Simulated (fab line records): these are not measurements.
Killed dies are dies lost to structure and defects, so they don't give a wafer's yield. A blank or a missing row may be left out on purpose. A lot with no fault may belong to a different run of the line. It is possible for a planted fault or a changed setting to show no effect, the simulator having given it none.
fab line records | flow n5Finfet | part 2 of 2: steps 28 to 37 of 37
record: lots: 5 | wafers: 15 | lastDay: 17
route steps=1938 shown BEOL_M3@1001 BEOL_M4@1021
lots with no fault: from the same line, run without faults
startH: hours from the record's first day to the start of the lot's first wafer shown | waitH: time in hours since the lot's previous step | " unchanged from the row above | L1.1+2: a row that stands for several wafers | - no value, or no start was given | * or withheld: withheld | < > ~ a bound
route shown NAME@n: NAME is a module with steps in the file, n the number in the route of the first one | usual: mean and standard deviation over wafers with no fault | same: alike in all rows | chamber/n: place in a boat | sites: each site's reading | _std_site: standard deviation of those values | _edge_site: the outer-site mean with the inner-site mean subtracted | radiusMm: how far each site lies from the wafer's centre | mask NAME#n: copy n | behind: the tool/chamber that last shaped the wafer | hold: what put the lot on hold/how long, in hours/how the hold closed | device: names the non-switching transistor (n, p or np) | end of line: the tests these same wafers got at the end of their route | a step with no rows: only its recipe | killed: the dies lost at the first sort to structure and to defects; this is not the yield of the wafer | map: dies across one wafer; x = killed, . = not, _ = none there
set.NAME: setting as actually run; set.NAME@STEP: the setting as run at that earlier step | model.NAME: the simulator's own value behind a step, which no gauge read
lots seen at some steps along the route; tables by step, rows by wafer
services: when a tool's chamber went out of use (startH, in hours from the record's first day, below 0 if earlier), for how many hours, and the reason
== steps ==
step: N5_BEOL_M4_COAT_05
recipe: resist: CAR-EUV | spinRpm: 1500 | resistThkNm: 30
lot.wafer  | tool          | chamber | startH | waitH
L076.3+5+6 | lithoTrack-01 | 0       | -      | -
L080.2+4+5 | lithoTrack-04 | 0       | -      | -
L085.1+3+4 | lithoTrack-01 | 0       | -      | -
L089.2+3+4 | lithoTrack-01 | 0       | -      | -
L091.1+4+5 | lithoTrack-04 | 0       | -      | -
step: N5_BEOL_M4_EBR_07
recipe: solvent: PGMEA | ebrWidthMm: 1.5
lot.wafer  | tool          | chamber | startH | waitH
L076.3+5+6 | lithoTrack-01 | 0       | -      | -
L080.2+4+5 | lithoTrack-04 | 0       | -      | -
L085.1+3+4 | lithoTrack-01 | 0       | -      | -
L089.2+3+4 | lithoTrack-01 | 0       | -      | -
L091.1+4+5 | lithoTrack-04 | 0       | -      | -
step: N5_BEOL_M4_SOFTBAKE_06
recipe: tempC: 110 | timeS: 60 | resist: CAR-EUV
lot.wafer  | tool          | chamber | startH | waitH
L076.3+5+6 | lithoTrack-01 | 0       | -      | -
L080.2+4+5 | lithoTrack-04 | 0       | -      | -
L085.1+3+4 | lithoTrack-01 | 0       | -      | -
L089.2+3+4 | lithoTrack-01 | 0       | -      | -
L091.1+4+5 | lithoTrack-04 | 0       | -      | -
step: N5_BEOL_M4_EXPOSE_08
recipe: maskId: M4 | na: 0.33 | sourceShape: dipole | sigmaInner: 0.369 | sigmaOuter: 0.767 | polarization: unpolarized | doseMj: 41.25
lot.wafer  | tool          | chamber | startH | waitH | mask
L076.3+5+6 | euvScanner-02 | 0       | 191.45 | -     | M4#0
L080.2+4+5 | euvScanner-01 | 0       | 207.84 | -     | M4#0
L085.1+3+4 | euvScanner-01 | 0       | 231.80 | -     | M4#0
L089.2+3+4 | euvScanner-02 | 0       | 265.39 | -     | M4#0
L091.1+4+5 | euvScanner-02 | 0       | 270.55 | -     | M4#0
step: N5_BEOL_M4_PEB_09
recipe: pebTempC: 100 | pebTimeS: 60 | resist: CAR-EUV
lot.wafer  | tool          | chamber | startH | waitH
L076.3+5+6 | lithoTrack-05 | 0       | 191.51 | 0.0
L080.2+4+5 | lithoTrack-04 | 0       | 207.90 | 0.1
L085.1+3+4 | lithoTrack-04 | 0       | 231.87 | 0.1
L089.2+3+4 | lithoTrack-04 | 0       | 265.45 | 0.1
L091.1+4+5 | lithoTrack-05 | 0       | 270.62 | 0.1
step: N5_BEOL_M4_DEVELOP_10
recipe: developTimeS: 30 | developer: TMAH | resist: CAR-EUV | rinseLiquid: surfactantRinse | dry: airSpin | devTempC: 23
usual: developerTempC: 23.01/0.1
lot.wafer | tool          | chamber | startH | waitH | developerTempC
L076.3    | lithoTrack-05 | 0       | -      | -     | 23.11
L076.5    | "             | 0       | "      | "     | 23.01
L076.6    | "             | 0       | "      | "     | 22.98
L080.2    | lithoTrack-04 | 0       | -      | -     | 22.92
L080.4    | "             | 0       | "      | "     | 22.83
L080.5    | "             | 0       | "      | "     | 22.89
L085.1    | lithoTrack-04 | 0       | -      | -     | 23.16
L085.3    | "             | 0       | "      | "     | 23.05
L085.4    | "             | 0       | "      | "     | 23.03
L089.2    | lithoTrack-04 | 0       | -      | -     | 23.01
L089.3    | "             | 0       | "      | "     | 22.99
L089.4    | "             | 0       | "      | "     | 23.10
L091.1    | lithoTrack-05 | 0       | -      | -     | 22.97
L091.4    | "             | 0       | "      | "     | 23.02
L091.5    | "             | 0       | "      | "     | 22.86
step: N5_BEOL_M4_CD_MEAS_11
recipe: targetCdNm: 16.79 | landingEnergyEv: 500 | detector: seInlens | polarity: opening
usual: cdNm: 16.74/0.24
lot.wafer | tool     | chamber | startH | waitH | cdNm
L076.3    | cdSem-02 | 0       | 191.57 | -     | 16.84
L076.5    | "        | 0       | "      | "     | 16.54
L076.6    | "        | 0       | "      | "     | 16.61
L080.2    | cdSem-02 | 0       | 207.97 | -     | 16.55
L080.4    | "        | 0       | "      | "     | 16.64
L080.5    | "        | 0       | "      | "     | 16.64
L085.1    | cdSem-02 | 0       | 231.93 | -     | 16.33
L085.3    | "        | 0       | "      | "     | 16.84
L085.4    | "        | 0       | "      | "     | 16.92
L089.2    | cdSem-03 | 0       | 265.52 | -     | 16.87
L089.3    | "        | 0       | "      | "     | 16.76
L089.4    | "        | 0       | "      | "     | 16.56
L091.1    | cdSem-01 | 0       | 270.69 | -     | 16.67
L091.4    | "        | 0       | "      | "     | 16.60
L091.5    | "        | 0       | "      | "     | 16.70
step: N5_BEOL_M4_OVL_MEAS_12
recipe: pointsPerWafer: 522
usual: M4_OVL: 0.6/0.64
lot.wafer | tool       | chamber | startH | waitH | M4_OVL[nm]
L076.3    | overlay-01 | 0       | 191.61 | 0.0   | 1.0
L076.5    | "          | 0       | "      | "     | 0.6
L076.6    | "          | 0       | "      | "     | 0.5
L080.2    | overlay-01 | 0       | 208.00 | 0.0   | 1.4
L080.4    | "          | 0       | "      | "     | 1.2
L080.5    | "          | 0       | "      | "     | 1.9
L085.1    | overlay-02 | 0       | 231.96 | 0.0   | 0.1
L085.3    | "          | 0       | "      | "     | 0.5
L085.4    | "          | 0       | "      | "     | 0.5
L089.2    | overlay-02 | 0       | 265.56 | 0.0   | 0.4
L089.3    | "          | 0       | "      | "     | 0.2
L089.4    | "          | 0       | "      | "     | 0.3
L091.1    | overlay-02 | 0       | 270.72 | 0.0   | 0.8
L091.4    | "          | 0       | "      | "     | 0.5
L091.5    | "          | 0       | "      | "     | 0.6
step: N5_BEOL_M4_INSPECT_13
recipe: mode: adi | inspectInstrument: brightfield
usual: rawDefectCount: 434/96
lot.wafer | tool             | chamber | startH | waitH | rawDefectCount
L076.3    | defectInspect-01 | -       | 191.66 | 0.0   | 477
L076.5    | "                | -       | "      | "     | 306
L076.6    | "                | -       | "      | "     | 471
L080.2    | defectInspect-01 | -       | 208.05 | 0.0   | 300
L080.4    | "                | -       | "      | "     | 456
L080.5    | "                | -       | "      | "     | 398
L085.1    | defectInspect-02 | -       | 232.02 | 0.1   | 470
L085.3    | "                | -       | "      | "     | 541
L085.4    | "                | -       | "      | "     | 363
L089.2    | defectInspect-01 | -       | 265.61 | 0.0   | 361
L089.3    | "                | -       | "      | "     | 355
L089.4    | "                | -       | "      | "     | 328
L091.1    | defectInspect-01 | -       | 270.77 | 0.1   | 445
L091.4    | "                | -       | "      | "     | 462
L091.5    | "                | -       | "      | "     | 482
step: N5_BEOL_M4_DESCUM_16
recipe: chemistry: O2 | timeS: 7 | sourcePowerW: 50 | biasPowerW: 20 | pressureMtorr: 20 | rfFrequencyHz: 2.712e+07 | tempC: 40 | resist: CAR-EUV | o2FlowSccm: 225
usual: chamberPressureMTorr: 20.000/0.019 | drypumpMotorCurrentA: 5.7/0.38 | o2FlowSccm: 225.1/0.62 | oesProductAu: 0.81/0.09 | rfVppV: 242.8/1.8 | showerheadPlenumPTorr: 2.08/0.1 | tempC: 40.02/0.12 | throttleValvePct: 20.54/0.2
lot.wafer | tool       | chamber | startH | waitH | chamberPressureMTorr | drypumpMotorCurrentA | o2FlowSccm | oesProductAu | rfHoursCounterH | rfVppV | showerheadPlenumPTorr | tempC | throttleValvePct
L076.3    | rieDiel-03 | 3       | 191.91 | 0.3   | 20.014               | 5.5                  | 225.6      | 0.67         | 247             | 243.4  | 2.16                  | 39.89 | 20.67
L076.5    | "          | 0       | "      | "     | 19.971               | 5.7                  | 226.3      | 0.74         | -               | 240.0  | 1.91                  | 39.92 | 20.56
L076.6    | "          | 2       | "      | "     | 20.040               | 5.6                  | 224.7      | 0.72         | -               | 241.7  | 2.09                  | 40.09 | 20.48
L080.2    | rieDiel-04 | 3       | 208.09 | 0.0   | 19.990               | 6.4                  | 225.3      | 0.69         | 241             | 243.0  | 2.06                  | 40.26 | 20.95
L080.4    | "          | 0       | "      | "     | 19.983               | 6.2                  | 224.9      | 0.87         | 42              | 244.5  | 2.20                  | 40.03 | 20.59
L080.5    | "          | 1       | "      | "     | 20.000               | 6.0                  | 224.9      | 0.89         | -               | 241.2  | 2.06                  | 39.98 | 20.22
L085.1    | rieDiel-05 | 2       | 232.31 | 0.3   | 20.030               | 5.8                  | 224.8      | 0.72         | 178             | 240.5  | 1.90                  | 40.04 | 20.71
L085.3    | "          | 1       | "      | "     | 19.990               | 5.5                  | 225.9      | 0.84         | 68              | 242.8  | 2.14                  | 40.21 | 20.76
L085.4    | "          | 3       | "      | "     | 19.966               | 4.9                  | 224.3      | 0.84         | -               | 243.9  | 2.21                  | 40.11 | 20.43
L089.2    | rieDiel-05 | 1       | 265.64 | 0.0   | 19.968               | 5.5                  | 225.7      | 0.84         | 81              | 243.1  | 2.13                  | 40.26 | 20.76
L089.3    | "          | 2       | "      | "     | 20.007               | 5.8                  | 225.3      | 0.72         | 191             | 240.1  | 1.90                  | 39.92 | 20.75
L089.4    | "          | 0       | "      | "     | 19.992               | 5.4                  | 225.3      | 0.95         | 8               | 242.8  | 2.08                  | 39.85 | 20.44
L091.1    | rieDiel-04 | 2       | 270.82 | 0.0   | 19.996               | 5.9                  | 224.8      | 0.83         | 78              | 242.7  | 2.02                  | 40.02 | 20.40
L091.4    | "          | 3       | "      | "     | 19.991               | 6.4                  | 224.2      | 0.99         | 4               | 244.7  | 2.06                  | 39.98 | 20.54
L091.5    | "          | 3       | "      | "     | 19.975               | 6.4                  | 225.3      | 1.00         | -               | 242.0  | 2.06                  | 40.07 | 20.54
== services ==
tool          | chamber | startH | hours | kind
euvScanner-02 | -       | 174.25 | 1.0   | pm
pecvd-01      | 2       | 180.45 | 5.6   | repair
cvdCo-02      | 0       | 182.36 | 12.1  | repair
ecdCu-02      | -       | 185.42 | 0.4   | repair
euvScanner-01 | -       | 187.56 | 1.0   | pm
cvdCo-02      | 1       | 191.54 | 13.6  | repair
euvScanner-02 | -       | 193.41 | 1.2   | repair
euvScanner-01 | -       | 198.82 | 4.6   | pm
pecvd-02      | 0       | 203.83 | 5.4   | repair
pecvd-04      | 1       | 208.68 | 11.0  | repair
cmp-04        | -       | 220.73 | 0.5   | repair
cvdCo-01      | -       | 221.68 | 4.6   | repair
pecvd-04      | 1       | 225.93 | 2.8   | repair
cmp-04        | -       | 227.11 | 4.6   | pm
euvScanner-02 | -       | 230.40 | 1.0   | pm
cmp-04        | -       | 234.31 | 3.4   | repair
euvScanner-01 | -       | 237.50 | 4.3   | repair
pecvd-04      | -       | 238.23 | 6.0   | pm
pecvd-02      | -       | 241.79 | 2.8   | pm
pecvd-03      | 2       | 244.90 | 10.8  | repair
euvScanner-02 | -       | 247.84 | 17.3  | pm
cvdCo-02      | 0       | 264.52 | 17.4  | repair
rtpAnneal-01  | -       | 267.53 | 4.8   | pm
ecdCu-01      | -       | 269.44 | 0.8   | repair
